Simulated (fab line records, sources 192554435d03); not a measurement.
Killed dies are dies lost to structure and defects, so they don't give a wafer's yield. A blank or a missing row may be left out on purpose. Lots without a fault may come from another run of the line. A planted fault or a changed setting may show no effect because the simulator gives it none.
Chamber matching | flow n5_finfet | N5_GATE_CUT_STRIP_42 on rie_diel-01: 4 sister chambers
The step strips in O2. 18 wafers are shown with their chamber, then 9 later ones without.

WAFERS WITH THEIR CHAMBER
wafer  | chamber | showerhead_plenum_p_Torr (Torr) | throttle_valve_pct (%) | oes_product_au (a.u.)
L076.2 | 0       | 2.00                            | 16.97                  | 0.73
L076.3 | 2       | 2.18                            | 16.64                  | 0.79
L076.5 | 1       | 2.11                            | 16.87                  | 0.76
L078.2 | 3       | 2.08                            | 16.64                  | 0.70
L078.4 | 3       | 2.08                            | 16.67                  | 0.71
L078.6 | 1       | 2.11                            | 16.88                  | 0.77
L079.2 | 3       | 2.08                            | 16.65                  | 0.70
L079.3 | 2       | 2.18                            | 16.65                  | 0.78
L079.6 | 3       | 2.08                            | 16.67                  | 0.70
L080.1 | 2       | 2.18                            | 16.66                  | 0.79
L080.3 | 1       | 2.11                            | 16.88                  | 0.77
L080.5 | 1       | 2.11                            | 16.88                  | 0.77
L082.2 | 3       | 2.07                            | 16.66                  | 0.70
L082.3 | 0       | 1.99                            | 16.97                  | 0.71
L082.5 | 1       | 2.11                            | 16.89                  | 0.76
L090.1 | 0       | 1.99                            | 16.99                  | 0.71
L090.2 | 2       | 2.18                            | 16.68                  | 0.77
L090.6 | 3       | 2.07                            | 16.67                  | 0.69

SIGNATURES (means of the wafers above)
reading                  | chamber 0 | chamber 1 | chamber 2 | chamber 3 | scatter within a chamber
showerhead_plenum_p_Torr | 1.9933    | 2.1100    | 2.1800    | 2.0767    | 0.00378
throttle_valve_pct       | 16.9767   | 16.8800   | 16.6575   | 16.6600   | 0.0124
oes_product_au           | 0.7167    | 0.7660    | 0.7825    | 0.7000    | 0.00785
Rule: a wafer's distance from a chamber is the root of the sum, over the readings, of the square of ((its reading less the chamber's mean) divided by the reading's scatter). The wafer belongs to the nearest chamber; if the next one is less than 2 further off, it can't be placed. The scatter: the root of (the sum of the squares of (reading less its chamber's mean) over the shown wafers, divided by (wafers less chambers)).

WAFERS WITHOUT THEIR CHAMBER
wafer  | showerhead_plenum_p_Torr (Torr) | throttle_valve_pct (%) | oes_product_au (a.u.)
L092.1 | 2.10                            | 16.91                  | 0.75
L092.2 | 1.99                            | 16.98                  | 0.71
L092.6 | 2.17                            | 16.68                  | 0.76
L093.1 | 2.18                            | 16.70                  | 0.77
L093.4 | 2.10                            | 16.91                  | 0.75
L093.5 | 2.07                            | 16.67                  | 0.69
L094.1 | 2.07                            | 16.68                  | 0.69
L094.5 | 2.17                            | 16.72                  | 0.76
L094.6 | 2.07                            | 16.69                  | 0.69

WHICH CHAMBER EACH WENT THROUGH
wafer  | from the rows above | in truth
L092.1 | 1                   | 1
L092.2 | 0                   | 0
L092.6 | 2                   | 2
L093.1 | 2                   | 2
L093.4 | 1                   | 1
L093.5 | 3                   | 3
L094.1 | 3                   | 3
L094.5 | 2                   | 2
L094.6 | 3                   | 3
Placed correctly: 9 of 9. Can't be placed from these rows: 0. Placed wrongly: 0.
